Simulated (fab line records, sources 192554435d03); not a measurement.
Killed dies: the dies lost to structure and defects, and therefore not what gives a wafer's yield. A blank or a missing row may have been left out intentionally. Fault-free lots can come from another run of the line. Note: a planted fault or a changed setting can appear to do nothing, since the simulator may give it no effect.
fab line records    flow n5_finfet
record lots=7  wafers=21
route steps=1938 shown GATE_CUT@484 MOL_CONTACT_COAG@519 BEOL_M0_SAQP@636
start_h: start of the lot's first displayed wafer, in hours after the record's first day    wait_h: how many hours have passed since the lot's step before this one    " repeats the value in the row above    L1.1+2: a row that stands for several wafers    - value missing, or start not given    * or withheld: withheld    < > ~ a bound
route shown NAME@n: names a module that has steps shown in the file, with the first one's number in the route    usual: the fault-free wafers' mean and standard deviation    same: alike in all rows    chamber/n: place in a boat    sites: readings site by site    _std_site: how widely they spread, as a standard deviation    _edge_site: the outer-site mean with the inner-site mean subtracted    radius_mm: for every site, how far away it sits from the centre of the wafer    mask NAME#n: copy n    behind: the most recent tool/chamber to have shaped the wafer    hold: reason for holding the lot/hours on hold/outcome of the hold    device: the n, p or np transistor that did not switch    end of line: at the end of the route, the tests of the same wafers    step lacking rows: just its recipe    killed: not the wafer's yield, but the dies lost to structure and defects at the first sort    map: a wafer's dies, x killed, . not, _ none there
set.NAME: the setting that was run; set.NAME@STEP: the one run at that earlier step    model.NAME: the simulator's own value behind a step, which no gauge read
one table per step and one row per wafer, for lots whose settings were changed on purpose
## steps
# step N5_GATE_CUT_EXPOSE_10
# recipe mask_id=GATE_CUT  na=0.33  source_shape=annular  sigma_inner=0.35  sigma_outer=0.8  polarization=unpolarized  target_cd_nm=20  dose_mj=43.25
lot.wafer   tool            chamber  start_h  wait_h  mask        set.dose_mj
L074.1+2+3  euv_scanner-02  0        82.69    -       GATE_CUT#0  43.25
L075.1+3+5  euv_scanner-02  0        87.38    -       GATE_CUT#0  43.25
L081.2+4    euv_scanner-02  0        130.54   -       GATE_CUT#0  43.25
L081.3      "               0        "        "       GATE_CUT#0  40.59
L084.3+4    euv_scanner-02  0        143.53   -       GATE_CUT#0  43.25
L084.6      "               0        "        "       GATE_CUT#0  40.43
L085.1      euv_scanner-02  0        152.96   -       GATE_CUT#0  42.2
L085.2+6    "               0        "        "       GATE_CUT#0  43.25
L092.2+5    euv_scanner-02  0        194.24   -       GATE_CUT#0  43.25
L092.3      "               0        "        "       GATE_CUT#0  44.5
L094.2+3    euv_scanner-01  0        205.95   -       GATE_CUT#0  43.25
L094.6      "               0        "        "       GATE_CUT#0  44.7
# step N5_GATE_CUT_PEB_11
# recipe peb_temp_c=100  peb_time_s=60  resist=CAR-EUV
# step N5_GATE_CUT_DEVELOP_12
# recipe develop_time_s=30  developer=TMAH  resist=CAR-EUV  rinse_liquid=surfactant_rinse  dry=air_spin  dev_temp_c=23
# step N5_GATE_CUT_CD_MEAS_13
# recipe target_cd_nm=20  landing_energy_ev=500  detector=se_inlens
# usual cd_nm=20.02/0.25
lot.wafer  tool       chamber  start_h  wait_h  set.dose_mj@GATE_CUT_EXPOSE_10  cd_nm
L074.1     cd_sem-01  0        82.82    -       43.25                           19.60
L074.2     "          0        "        "       43.25                           19.97
L074.3     "          0        "        "       43.25                           20.36
L075.1     cd_sem-02  0        87.51    -       43.25                           20.11
L075.3     "          0        "        "       43.25                           19.73
L075.5     "          0        "        "       43.25                           19.74
L081.2     cd_sem-02  0        130.67   -       43.25                           20.26
L081.3     "          0        "        "       40.59                           18.32
L081.4     "          0        "        "       43.25                           20.28
L084.3     cd_sem-01  0        143.65   -       43.25                           20.09
L084.4     "          0        "        "       43.25                           19.98
L084.6     "          0        "        "       40.43                           18.30
L085.1     cd_sem-03  0        153.10   -       42.2                            19.63
L085.2     "          0        "        "       43.25                           19.95
L085.6     "          0        "        "       43.25                           20.36
L092.2     cd_sem-01  0        194.36   -       43.25                           20.22
L092.3     "          0        "        "       44.5                            20.56
L092.5     "          0        "        "       43.25                           20.34
L094.2     cd_sem-03  0        206.08   -       43.25                           19.83
L094.3     "          0        "        "       43.25                           19.89
L094.6     "          0        "        "       44.7                            20.84
# step N5_GATE_CUT_DESCUM_18
# recipe chemistry=O2  time_s=7  source_power_w=50  bias_power_w=20  pressure_mtorr=20  rf_frequency_hz=2.712e+07  temp_c=40  resist=CAR-EUV  o2_flow_sccm=225
lot.wafer  tool         chamber  start_h  wait_h  set.dose_mj@GATE_CUT_EXPOSE_10  model.GATE_CUT.cd_nm
L074.1+3   rie_diel-02  1,0      82.95    0.0     43.25                           20
L074.2     "            3        "        "       43.25                           20.2
L075.1+5   rie_diel-04  2        87.63    0.0     43.25                           19.8
L075.3     "            3        "        "       43.25                           20
L081.2+4   rie_diel-04  0,1      130.79   0.0     43.25                           20.2
L081.3     "            2        "        "       40.59                           18.6
L084.3     rie_diel-02  2        143.94   0.2     43.25                           20.2
L084.4     "            1        "        "       43.25                           20
L084.6     "            3        "        "       40.43                           18.2
L085.1     rie_diel-02  2        153.62   0.4     42.2                            19.8
L085.2     "            0        "        "       43.25                           20
L085.6     "            2        "        "       43.25                           20.4
L092.2+5   rie_diel-05  3,2      194.49   0.0     43.25                           20
L092.3     "            1        "        "       44.5                            20.8
L094.2+3   rie_diel-04  0,3      206.20   0.0     43.25                           20.2
L094.6     "            1        "        "       44.7                            20.8
# step N5_GATE_CUT_ETCH_28
# recipe chemistry=N2/H2  target=underlayer  target_depth_a=130  mask_material=CAR-EUV  time_s=10.4  ion_energy_ev=200  pressure_mtorr=30  source_w=840  bias_w=150  n2_flow_sccm=200  h2_flow_sccm=200  ends=cleared
lot.wafer  tool         chamber  start_h  wait_h  set.spin_rpm@GATE_CUT_COAT_27  model.etch.depth_nm
L074.1     rie_diel-02  1        82.98    0.0     1500                           10.02
L074.2     "            3        "        "       1500                           9.996
L074.3     "            0        "        "       1500                           10.01
L075.1     rie_diel-04  2        87.67    0.0     1500                           10.01
L075.3     "            3        "        "       1500                           9.992
L075.5     "            2        "        "       1500                           9.991
L081.2     rie_diel-04  0        130.83   0.0     1603                           9.686
L081.3     "            2        "        "       1603                           9.69
L081.4     "            1        "        "       1500                           10.03
L084.3     rie_diel-02  2        143.98   0.0     1449                           10.16
L084.4     "            1        "        "       1500                           10
L084.6     "            3        "        "       1500                           9.998
L085.1     rie_diel-02  2        153.65   0.0     1500                           9.963
L085.2     "            0        "        "       1500                           9.972
L085.6     "            2        "        "       1500                           9.986
L092.2     rie_diel-05  3        194.52   0.0     1578                           9.744
L092.3     "            1        "        "       1500                           9.992
L092.5     "            2        "        "       1578                           9.761
L094.2     rie_diel-04  0        206.23   0.0     1584                           9.727
L094.3     "            3        "        "       1584                           9.704
L094.6     "            1        "        "       1500                           9.994
# step N5_GATE_CUT_ETCH_36
# recipe chemistry=CF4  target=SiARC  target_depth_a=130  mask_material=CAR-EUV  time_s=21.7  ion_energy_ev=80  pressure_mtorr=40  source_w=545  bias_w=36  Ar_flow_sccm=100  cf4_flow_sccm=100  ends=cleared
lot.wafer   tool         chamber  start_h  wait_h  set.spin_rpm@GATE_CUT_COAT_27  model.CAR-EUV_of_GATE_CUT_COAT_07.thk_nm
L074.1+2    rie_diel-02  1,3      83.00    0.0     1500                           7
L074.3      "            0        "        "       1500                           6.8
L075.1+5    rie_diel-04  2        87.69    0.0     1500                           6.8
L075.3      "            3        "        "       1500                           7
L081.2      rie_diel-04  0        130.85   0.0     1603                           7.4
L081.3      "            2        "        "       1603                           7.2
L081.4      "            1        "        "       1500                           6.8
L084.3      rie_diel-02  2        144.00   0.0     1449                           6.8
L084.4+6    "            1,3      "        "       1500                           7
L085.1+2+6  rie_diel-02  2,0,2    153.67   0.0     1500                           7
L092.2      rie_diel-05  3        194.54   0.0     1578                           7.4
L092.3      "            1        "        "       1500                           7
L092.5      "            2        "        "       1578                           7.2
L094.2+3    rie_diel-04  0,3      206.25   0.0     1584                           7.6
L094.6      "            1        "        "       1500                           7.2
# step N5_GATE_CUT_ETCH_37
# recipe chemistry=N2/H2  target=SOC  target_depth_a=600  overetch_a=120  mask_material=SiARC  temp_c=40  time_s=90  ion_energy_ev=200  pressure_mtorr=30  source_w=840  bias_w=150  n2_flow_sccm=200  h2_flow_sccm=200
lot.wafer  tool         chamber  start_h  wait_h  set.dose_mj@GATE_CUT_EXPOSE_10  model.GATE_CUT.cd_nm
L074.1     rie_diel-02  1        83.03    0.0     43.25                           19.8
L074.2+3   "            3,0      "        "       43.25                           20
L075.1     rie_diel-04  2        87.71    0.0     43.25                           19.8
L075.3     "            3        "        "       43.25                           20
L075.5     "            2        "        "       43.25                           19.6
L081.2+4   rie_diel-04  0,1      130.87   0.0     43.25                           20
L081.3     "            2        "        "       40.59                           18.2
L084.3     rie_diel-02  2        144.02   0.0     43.25                           20.2
L084.4     "            1        "        "       43.25                           20
L084.6     "            3        "        "       40.43                           18.2
L085.1     rie_diel-02  2        153.70   0.0     42.2                            19.6
L085.2     "            0        "        "       43.25                           20
L085.6     "            2        "        "       43.25                           20.4
L092.2+5   rie_diel-05  3,2      194.57   0.0     43.25                           20
L092.3     "            1        "        "       44.5                            20.8
L094.2     rie_diel-04  0        206.28   0.0     43.25                           20.2
L094.3     "            3        "        "       43.25                           20
L094.6     "            1        "        "       44.7                            20.8
# step N5_MOL_CONTACT_COAG_COAT_58
# recipe resist=underlayer  temp_c=205  time_s=60  spin_rpm=1500  resist_thk_nm=10
lot.wafer   tool            chamber  start_h  wait_h  set.spin_rpm  model.underlayer_of_MOL_CONTACT_COAG_COAT_58.thk_nm
L074.1+2+3  litho_track-02  0        -        -       1500          10
L075.1+3+5  litho_track-02  0        -        -       1500          10
L081.2      litho_track-02  0        -        -       1410          10.4
L081.3+4    "               0        "        "       1500          10
L084.3+6    litho_track-05  0        -        -       1418          10.2
L084.4      "               0        "        "       1500          10
L085.1      litho_track-05  0        -        -       1500          10
L085.2+6    "               0        "        "       1342          10.6
L092.2+3    litho_track-02  0        -        -       1444          10.2
L092.5      "               0        "        "       1500          10
L094.2+3+6  litho_track-02  0        -        -       1500          10
# step N5_MOL_CONTACT_COAG_COAT_02
# recipe resist=CAR-EUV  spin_rpm=1500  resist_thk_nm=30
# step N5_MOL_CONTACT_COAG_EBR_04
# recipe solvent=PGMEA  ebr_width_mm=1.5
# step N5_MOL_CONTACT_COAG_DESCUM_13
# recipe chemistry=O2  time_s=7  source_power_w=50  bias_power_w=20  pressure_mtorr=20  rf_frequency_hz=2.712e+07  temp_c=40  resist=CAR-EUV  o2_flow_sccm=225
# step N5_MOL_CONTACT_COAG_ETCH_59
# recipe chemistry=N2/H2  target=underlayer  target_depth_a=130  mask_material=CAR-EUV  time_s=10.4  ion_energy_ev=200  pressure_mtorr=30  source_w=840  bias_w=150  n2_flow_sccm=200  h2_flow_sccm=200  ends=cleared
lot.wafer  tool         chamber  start_h  wait_h  set.spin_rpm@MOL_CONTACT_COAG_COAT_58  model.etch.depth_nm
L074.1     rie_diel-01  0        87.38    0.0     1500                                   10.01
L074.2     "            3        "        "       1500                                   9.977
L074.3     "            1        "        "       1500                                   9.97
L075.1     rie_diel-03  1        91.83    0.0     1500                                   9.995
L075.3     "            3        "        "       1500                                   9.998
L075.5     "            3        "        "       1500                                   10.03
L081.2     rie_diel-06  1        135.03   0.0     1410                                   10.37
L081.3     "            3        "        "       1500                                   10.03
L081.4     "            1        "        "       1500                                   10.05
L084.3     rie_diel-06  3        147.89   0.0     1418                                   10.26
L084.4     "            2        "        "       1500                                   9.973
L084.6     "            0        "        "       1418                                   10.24
L085.1     rie_diel-01  3        159.21   0.0     1500                                   10.03
L085.2     "            1        "        "       1342                                   10.6
L085.6     "            1        "        "       1342                                   10.59
L092.2     rie_diel-06  1        198.41   0.0     1444                                   10.14
L092.3     "            3        "        "       1444                                   10.13
L092.5     "            2        "        "       1500                                   9.956
L094.2     rie_diel-01  0        210.14   0.0     1500                                   9.942
L094.3+6   "            1,0      "        "       1500                                   10.01
# step N5_MOL_CONTACT_COAG_ETCH_105
# recipe chemistry=CF4  target=SiARC  target_depth_a=156  mask_material=CAR-EUV  time_s=26  ion_energy_ev=80  pressure_mtorr=40  source_w=545  bias_w=36  Ar_flow_sccm=100  cf4_flow_sccm=100  ends=cleared
# usual rf_vpp_V=183.7/1.1
lot.wafer  tool         chamber  start_h  wait_h  set.bias_w  rf_vpp_V
L074.1     rie_diel-01  0        87.40    0.0     36          183.7
L074.2     "            3        "        "       36          183.7
L074.3     "            1        "        "       36          184.5
L075.1     rie_diel-03  1        91.85    0.0     36          186.0
L075.3     "            3        "        "       33.37       175.8
L075.5     "            3        "        "       36          184.6
L081.2     rie_diel-06  1        135.05   0.0     31.15       167.0
L081.3     "            3        "        "       31.15       170.0
L081.4     "            1        "        "       36          183.9
L084.3     rie_diel-06  3        147.91   0.0     36          183.0
L084.4     "            2        "        "       38.98       194.8
L084.6     "            0        "        "       36          183.2
L085.1     rie_diel-01  3        159.23   0.0     36          182.9
L085.2     "            1        "        "       31.02       167.0
L085.6     "            1        "        "       36          183.4
L092.2     rie_diel-06  1        198.43   0.0     30.37       163.5
L092.3     "            3        "        "       36          185.2
L092.5     "            2        "        "       30.37       164.8
L094.2     rie_diel-01  0        210.16   0.0     36          184.9
L094.3     "            1        "        "       40.05       195.1
L094.6     "            0        "        "       36          183.7
# step N5_MOL_CONTACT_COAG_CVD_140
# recipe material=W  target_thk_a=665  mode=selective_fill  temp_c=300  time_s=215
lot.wafer  tool      chamber  start_h  wait_h  set.target_thk_a  model.W_of_MOL_CONTACT_COAG_CVD_140.thk_nm
L074.1     cvd_w-02  1        104.97   0.1     665               66.4
L074.2     "         0        "        "       665               66.6
L074.3     "         1        "        "       665               67.6
L075.1     cvd_w-01  1        106.54   0.1     728               72.4
L075.3     "         1        "        "       665               66.2
L075.5     "         1        "        "       665               66.4
L081.2     cvd_w-01  1        147.11   0.1     611.7             61.6
L081.3     "         1        "        "       611.7             62
L081.4     "         0        "        "       611.7             61.4
L084.3     cvd_w-02  1        160.20   0.1     665               66.4
L084.4     "         0        "        "       624.2             62.6
L084.6     "         0        "        "       624.2             61.4
L085.1+6   cvd_w-01  0        172.08   0.1     665               66.8
L085.2     "         1        "        "       665               67.2
L092.2     cvd_w-01  1        209.28   0.1     665               66.4
L092.3     "         0        "        "       665               66.2
L092.5     "         1        "        "       665               67
L094.2     cvd_w-02  1        223.36   0.1     665               66.4
L094.3     "         0        "        "       629.6             63.8
L094.6     "         0        "        "       629.6             63.4
# step N5_BEOL_M0_SAQP_PECVD_96
# recipe material=a-Si  target_thk_a=450  temp_c=350  precursor=SiH4/He  pressure_torr=3  rf_w=100  time_s=45.2
lot.wafer  tool      chamber  start_h  wait_h  set.time_s  model.a-Si_of_BEOL_M0_SAQP_PECVD_96.thk_nm
L074.1     pecvd-02  2        144.54   0.0     45.2        44.2
L074.2     "         0        "        "       45.2        44.8
L074.3     "         1        "        "       45.2        44
L075.1     pecvd-04  2        144.87   0.0     40.24       39.6
L075.3     "         0        "        "       40.24       39
L075.5     "         0        "        "       45.2        44.6
L081.2     pecvd-01  0        153.91   0.0     45.2        44.4
L081.3     "         2        "        "       45.2        44.6
L081.4     "         0        "        "       39.05       38.8
L084.3+4   pecvd-04  0        166.66   0.0     45.2        45
L084.6     "         1        "        "       45.2        45.8
L085.1     pecvd-02  0        176.69   0.0     45.2        44.8
L085.2     "         2        "        "       45.2        44
L085.6     "         0        "        "       50.75       51
L092.2+3   pecvd-02  2,1      216.52   0.0     45.2        44.6
L092.5     "         2        "        "       45.2        45.6
L094.2     pecvd-04  2        230.12   0.0     38.8        38.2
L094.3     "         0        "        "       45.2        44.4
L094.6     "         0        "        "       45.2        45.6
# step N5_BEOL_M0_SAQP_PECVD_97
# recipe material=SiNx  target_thk_a=230  temp_c=350  precursor=SiH4/NH3/N2  pressure_torr=1.5  rf_w=300  time_s=19.9
# step N5_BEOL_M0_SAQP_PECVD_04
# recipe material=a-Si  target_thk_a=600  temp_c=350  precursor=SiH4/He  pressure_torr=3  rf_w=100  time_s=60.2
# step N5_BEOL_M0_SAQP_ETCH_101
# recipe chemistry=CH3F/O2  target=SiNx  mask_material=SiO2  target_depth_a=299  time_s=42.7  pressure_mtorr=30  source_w=395  bias_w=73  Ar_flow_sccm=150  CH3F_flow_sccm=30  O2_flow_sccm=20  ion_energy_ev=120
# step N5_BEOL_M0_SAQP_ETCH_102
# recipe chemistry=CF4  target=SiO2  target_depth_a=40  ion_energy_ev=350  time_s=4.4  pressure_mtorr=10  icp_w=800  bias_w=400  cf4_flow_sccm=80
# step N5_BEOL_M0_SAQP_MANDREL_ETCH_103
# recipe chemistry=HBr/Cl2  target=a-Si  target_depth_a=450  bt_time_s=10  stop_on=SiCN  mask_material=SiO2  over_etch_frac=0.8  time_s=27  pressure_mtorr=10  icp_w=800  bias_w=75  HBr_flow_sccm=150  Cl2_flow_sccm=80  ends=end_point
# usual oes_product_au=0.681/0.011
lot.wafer  tool       chamber  start_h  wait_h  set.time_s@BEOL_M0_SAQP_PECVD_96  oes_product_au  model.etch.depth_nm
L074.1     rie_si-02  3        147.94   0.0     45.2                              0.686           44.18
L074.2     "          2        "        "       45.2                              0.682           44.74
L074.3     "          0        "        "       45.2                              0.684           44.03
L075.1     rie_si-01  3        148.27   0.0     40.24                             0.617           39.6
L075.3     "          1        "        "       40.24                             0.650           38.96
L075.5     "          1        "        "       45.2                              0.700           44.51
L081.2     rie_si-06  1        157.97   0.0     45.2                              0.661           44.5
L081.3     "          2        "        "       45.2                              0.676           44.6
L081.4     "          3        "        "       39.05                             0.626           38.87
L084.3     rie_si-02  0        170.02   0.0     45.2                              0.682           44.94
L084.4     "          2        "        "       45.2                              0.687           44.97
L084.6     "          3        "        "       45.2                              0.697           45.9
L085.1     rie_si-06  1        180.64   0.0     45.2                              0.662           44.74
L085.2     "          2        "        "       45.2                              0.661           43.94
L085.6     "          3        "        "       50.75                             0.728           51.03
L092.2     rie_si-01  3        218.90   0.0     45.2                              0.668           44.52
L092.3     "          0        "        "       45.2                              0.682           44.65
L092.5     "          0        "        "       45.2                              0.695           45.66
L094.2     rie_si-06  1        232.51   0.0     38.8                              0.611           38.12
L094.3     "          3        "        "       45.2                              0.669           44.38
L094.6     "          3        "        "       45.2                              0.674           45.5
# step N5_BEOL_M0_SAQP_RECESS_104
# recipe chemistry=HF/NH3  target=SiO2  target_depth_a=180  afs_cycles=3  temp_c=30  sublimation_temp_c=180  sublimation_time_s=60
# step N5_BEOL_M0_SAQP_COAT_105
# recipe resist=SOC  temp_c=250  time_s=60  spin_rpm=1500  resist_thk_nm=100
# step N5_BEOL_M0_SAQP_STRIP_108
# recipe chemistry=N2/H2  power_w=500  temp_c=40  pressure_mtorr=50  rf_frequency_hz=6e+07  overash_fraction=0.3  bias_power_w=28  h2_frac=0.5  n2_flow_sccm=300  h2_flow_sccm=300
# step N5_BEOL_M0_SAQP_RECESS_109
# recipe chemistry=HF/NH3  target=SiO2  target_depth_a=30  afs_cycles=1  temp_c=30  sublimation_temp_c=180  sublimation_time_s=60
# step N5_BEOL_M0_SAQP_SPACER2_ALD_26
# recipe material=SiO2  target_thk_a=150  temp_c=300  ald_precursor_family=BDEAS  ald_co_reactant=O2-plasma  pulse_time_s=1  purge_time_s=2  co_reactant_purge_time_s=2  pressure_torr=2
lot.wafer  tool        chamber  start_h  wait_h  set.time_s@BEOL_M0_SAQP_PECVD_96  model.a-Si_of_BEOL_M0_SAQP_PECVD_96.thk_nm
L074.1+3   ald_sin-02  1,0      150.93   0.6     45.2                              43.4
L074.2     "           3        "        "       45.2                              44
L075.1     ald_sin-04  0        152.02   1.3     40.24                             38.8
L075.3     "           2        "        "       40.24                             38.2
L075.5     "           1        "        "       45.2                              43.8
L081.2+3   ald_sin-04  1,3      158.81   0.1     45.2                              43.8
L081.4     "           0        "        "       39.05                             38.2
L084.3+4   ald_sin-04  0,2      170.91   0.1     45.2                              44.2
L084.6     "           0        "        "       45.2                              45.2
L085.1     ald_sin-02  3        182.64   1.3     45.2                              44
L085.2     "           0        "        "       45.2                              43.2
L085.6     "           2        "        "       50.75                             50.2
L092.2+3   ald_sin-04  1,3      219.73   0.1     45.2                              43.8
L092.5     "           1        "        "       45.2                              45
L094.2     ald_sin-01  1        234.09   0.7     38.8                              37.4
L094.3     "           2        "        "       45.2                              43.6
L094.6     "           3        "        "       45.2                              44.8
## key
split step=N5_GATE_CUT_EXPOSE_10  setting=dose_mj  stated=43.25  by=wafer
response step=N5_GATE_CUT_CD_MEAS_13  reading=cd_nm  change=+0.272  per=1%  r=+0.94
response step=N5_GATE_CUT_DESCUM_18  reading=model.GATE_CUT.cd_nm  change=+0.26  per=1%  r=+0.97
response step=N5_GATE_CUT_ETCH_37  reading=model.GATE_CUT.cd_nm  change=+0.279  per=1%  r=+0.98
split step=N5_MOL_CONTACT_COAG_COAT_58  setting=spin_rpm  stated=1500  by=wafer
response step=N5_MOL_CONTACT_COAG_COAT_58  reading=model.underlayer_of_MOL_CONTACT_COAG_COAT_58.thk_nm  change=-0.0554  per=1%  r=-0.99
response step=N5_MOL_CONTACT_COAG_ETCH_59  reading=model.etch.depth_nm  change=-0.0526  per=1%  r=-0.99
split step=N5_MOL_CONTACT_COAG_ETCH_105  setting=bias_w  stated=36  by=wafer
response step=N5_MOL_CONTACT_COAG_ETCH_105  reading=rf_vpp_V  change=+1.21  per=1%  r=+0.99
split step=N5_MOL_CONTACT_COAG_CVD_140  setting=target_thk_a  stated=665  by=wafer
response step=N5_MOL_CONTACT_COAG_CVD_140  reading=model.W_of_MOL_CONTACT_COAG_CVD_140.thk_nm  change=+0.64  per=1%  r=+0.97
split step=N5_BEOL_M0_SAQP_PECVD_96  setting=time_s  stated=45.2  by=wafer
response step=N5_BEOL_M0_SAQP_PECVD_96  reading=model.a-Si_of_BEOL_M0_SAQP_PECVD_96.thk_nm  change=+0.477  per=1%  r=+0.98
response step=N5_BEOL_M0_SAQP_MANDREL_ETCH_103  reading=oes_product_au  change=+0.00455  per=1%  r=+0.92
response step=N5_BEOL_M0_SAQP_MANDREL_ETCH_103  reading=model.etch.depth_nm  change=+0.477  per=1%  r=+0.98
response step=N5_BEOL_M0_SAQP_SPACER2_ALD_26  reading=model.a-Si_of_BEOL_M0_SAQP_PECVD_96.thk_nm  change=+0.475  per=1%  r=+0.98
split outside_this_file step=N5_GATE_CUT_COAT_27 setting=spin_rpm
# split outside_this_file: this setting was split too, and the file shows its column; the key of that split is in another file
